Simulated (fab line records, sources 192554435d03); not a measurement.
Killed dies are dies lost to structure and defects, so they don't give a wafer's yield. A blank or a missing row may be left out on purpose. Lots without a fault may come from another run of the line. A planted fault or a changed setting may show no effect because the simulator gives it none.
Chamber matching | flow n5_finfet | N5_BEOL_M6_ETCH_61 on rie_diel-03: 4 sister chambers
The step etches SiARC in CF4, target depth 45.5 nm, time 75.8 s. 24 wafers are shown with their chamber, then 12 later ones without.

WAFERS WITH THEIR CHAMBER
wafer  | chamber | drypump_motor_current_A (A) | showerhead_plenum_p_Torr (Torr) | throttle_valve_pct (%)
L075.3 | 1       | 5.4                         | 2.09                            | 15.11
L075.4 | 3       | 6.5                         | 2.06                            | 15.84
L075.5 | 0       | 5.2                         | 2.29                            | 15.34
L076.2 | 0       | 5.2                         | 2.29                            | 15.37
L076.3 | 3       | 6.5                         | 2.06                            | 15.83
L076.4 | 1       | 5.4                         | 2.09                            | 15.13
L077.3 | 3       | 6.5                         | 2.06                            | 15.87
L077.4 | 1       | 5.4                         | 2.09                            | 15.11
L077.5 | 1       | 5.4                         | 2.09                            | 15.12
L085.1 | 0       | 5.2                         | 2.29                            | 15.39
L085.3 | 2       | 4.7                         | 2.10                            | 15.18
L085.5 | 3       | 6.4                         | 2.06                            | 15.87
L086.1 | 3       | 6.5                         | 2.05                            | 15.91
L086.2 | 0       | 5.2                         | 2.28                            | 15.41
L086.6 | 0       | 5.2                         | 2.28                            | 15.38
L087.1 | 2       | 4.7                         | 2.09                            | 15.23
L087.5 | 1       | 5.4                         | 2.08                            | 15.14
L087.6 | 0       | 5.2                         | 2.28                            | 15.41
L089.3 | 0       | 5.2                         | 2.28                            | 15.43
L089.5 | 1       | 5.4                         | 2.08                            | 15.18
L089.6 | 2       | 4.7                         | 2.09                            | 15.23
L090.1 | 0       | 5.2                         | 2.28                            | 15.42
L090.4 | 1       | 5.4                         | 2.08                            | 15.18
L090.5 | 3       | 6.4                         | 2.05                            | 15.92

SIGNATURES (means of the wafers above)
reading                  | chamber 0 | chamber 1 | chamber 2 | chamber 3 | scatter within a chamber
drypump_motor_current_A  | 5.200     | 5.400     | 4.700     | 6.467     | 0.0258
showerhead_plenum_p_Torr | 2.2837    | 2.0857    | 2.0933    | 2.0567    | 0.00529
throttle_valve_pct       | 15.3938   | 15.1386   | 15.2133   | 15.8733   | 0.0315
Rule: a wafer's distance from a chamber is the root of the sum, over the readings, of the square of ((its reading less the chamber's mean) divided by the reading's scatter). The wafer belongs to the nearest chamber; if the next one is less than 2 further off, it can't be placed. The scatter: the root of (the sum of the squares of (reading less its chamber's mean) over the shown wafers, divided by (wafers less chambers)).

WAFERS WITHOUT THEIR CHAMBER
wafer  | drypump_motor_current_A (A) | showerhead_plenum_p_Torr (Torr) | throttle_valve_pct (%)
L091.2 | 5.2                         | 2.28                            | 15.43
L091.3 | 4.7                         | 2.09                            | 15.23
L091.5 | 5.4                         | 2.08                            | 15.19
L092.1 | 5.2                         | 2.28                            | 15.44
L092.4 | 4.7                         | 2.09                            | 15.23
L092.6 | 4.7                         | 2.09                            | 15.22
L095.1 | 4.7                         | 2.09                            | 15.24
L095.5 | 4.7                         | 2.09                            | 15.24
L095.6 | 5.4                         | 2.08                            | 15.20
L097.3 | 5.4                         | 2.07                            | 15.20
L097.4 | 4.7                         | 2.09                            | 15.25
L097.6 | 5.2                         | 2.28                            | 15.44

WHICH CHAMBER EACH WENT THROUGH
wafer  | from the rows above | in truth
L091.2 | 0                   | 0
L091.3 | 2                   | 2
L091.5 | 1                   | 1
L092.1 | 0                   | 0
L092.4 | 2                   | 2
L092.6 | 2                   | 2
L095.1 | 2                   | 2
L095.5 | 2                   | 2
L095.6 | 1                   | 1
L097.3 | 1                   | 1
L097.4 | 2                   | 2
L097.6 | 0                   | 0
Placed correctly: 12 of 12. Can't be placed from these rows: 0. Placed wrongly: 0.
